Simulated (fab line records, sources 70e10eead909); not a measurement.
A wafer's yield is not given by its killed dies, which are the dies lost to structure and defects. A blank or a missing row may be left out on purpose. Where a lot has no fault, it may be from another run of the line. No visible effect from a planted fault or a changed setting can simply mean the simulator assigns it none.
Chamber matching	flow nand_harc	NHARC_P_M0_DESCUM_14 on rie_diel-13 has 4 sister chambers
The step chemistry O2, time 3 s. 4 wafers are shown with their chamber, then 12 later ones without.

== WAFERS WITH THEIR CHAMBER ==
wafer	chamber	drypump_motor_current_A (A)
L087.1	1	6.0
L088.6	0	6.6
L091.3	2	5.9
L091.6	3	5.0

== WAFERS WHOSE CHAMBER IS MISSING ==
wafer	drypump_motor_current_A (A)
L092.2	6.0
L092.4	6.0
L092.5	6.0
L095.1	6.7
L095.4	5.9
L095.6	6.0
L094.1	6.7
L094.4	5.9
L094.6	6.7
L097.1	5.0
L097.4	6.7
L097.6	6.7

== EACH ONE'S CHAMBER ==
wafer	from the rows above	in truth
L092.2	can't be placed: 1 or 2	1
L092.4	can't be placed: 1 or 2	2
L092.5	can't be placed: 1 or 2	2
L095.1	0	0
L095.4	can't be placed: 2 or 1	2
L095.6	can't be placed: 1 or 2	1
L094.1	0	0
L094.4	can't be placed: 2 or 1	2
L094.6	0	0
L097.1	3	3
L097.4	0	0
L097.6	0	0
6 of 12 placed correctly. Cannot be placed on the basis of these rows: 6; the candidates contain the true chamber in 6. Wrongly placed: 0.
How it was worked out, from the rows above alone: a wafer's distance from a chamber is the root of the sum, over the readings, of the square of ((its reading less the chamber's mean) divided by the reading's scatter). The wafer belongs to the nearest chamber; if the next one is less than 2 further off, it can't be placed. For every chamber, the mean is computed from those of its wafers that are shown. The scatter (one wafer shown for each chamber): square how far every hidden wafer sits from the nearest shown wafer, average those squares and take the square root.
